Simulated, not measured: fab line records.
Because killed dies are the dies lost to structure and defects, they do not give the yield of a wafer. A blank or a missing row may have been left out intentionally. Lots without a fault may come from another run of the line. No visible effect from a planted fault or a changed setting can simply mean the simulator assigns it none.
Chamber matching ; flow nand-harc ; NHARC_A_WL_FILL_ALD_02 on ald-metal-04 has 4 sister chambers
The step deposits TiN, target thk 2 nm, pulse time 3 s, ald cycles 100. 16 wafers are shown with their chamber, then 7 later ones without.

EACH WAFER AND ITS CHAMBER
wafer;chamber;heater-power-w (W);precursor-pulse-height-rel;susceptor-temp-C (C)
L607.2;2;1087;1.005;450.31
L607.5;0;1266;1.023;450.23
L607.6;1;1216;1.022;450.14
L610.2;3;991;0.999;450.29
L610.3;1;1235;1.040;449.76
L610.4;0;1242;1.014;450.20
L611.1;2;1085;1.018;450.20
L611.3;3;995;1.041;450.12
L615.2;3;1025;0.979;450.23
L615.4;2;1072;0.991;450.14
L615.6;3;976;1.023;450.10
L620.2;0;1266;1.027;450.13
L620.3;1;1263;1.000;449.98
L620.6;1;1258;1.030;450.38
L622.1;2;1106;0.990;450.12
L622.3;0;1218;1.006;449.87

SIGNATURES, as means of the wafers listed above
reading;chamber 0;chamber 1;chamber 2;chamber 3;scatter within a chamber
heater-power-w;1248.00;1243.00;1087.50;996.75;20.1
precursor-pulse-height-rel;1.01750;1.02300;1.00100;1.01050;0.018
susceptor-temp-C;450.1075;450.0650;450.1925;450.1850;0.166
Rule: for each reading, subtract the chamber's mean from the wafer's reading, divide by that reading's scatter and square the result; add these up over the readings and take the root, which gives the wafer's distance from the chamber. If the next closest chamber is less than 2 further off than the closest, the wafer can't be placed; otherwise it belongs to the closest. The scatter: take each reading less its chamber's mean, square it, sum over the shown wafers, divide by the number of wafers less the number of chambers, and take the root.

WAFERS WHOSE CHAMBER IS MISSING
wafer;heater-power-w (W);precursor-pulse-height-rel;susceptor-temp-C (C)
L622.4;1012;0.992;450.29
L623.1;1283;1.023;449.90
L623.3;1020;0.994;450.16
L623.6;1270;1.008;450.30
L624.2;1240;1.005;449.52
L624.4;997;0.997;450.46
L624.5;1209;1.016;449.88

WHICH CHAMBER EACH WENT THROUGH
wafer;from the rows above;in truth
L622.4;3;3
L623.1;can't be placed: 0 or 1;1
L623.3;can't be placed: 3 or 2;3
L623.6;can't be placed: 0 or 1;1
L624.2;can't be placed: 1 or 0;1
L624.4;3;3
L624.5;can't be placed: 1 or 0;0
Correct placement for 2 of the 7. Not placeable from these rows: 5 (in 5, the candidates include the true chamber). 0 placed wrongly.
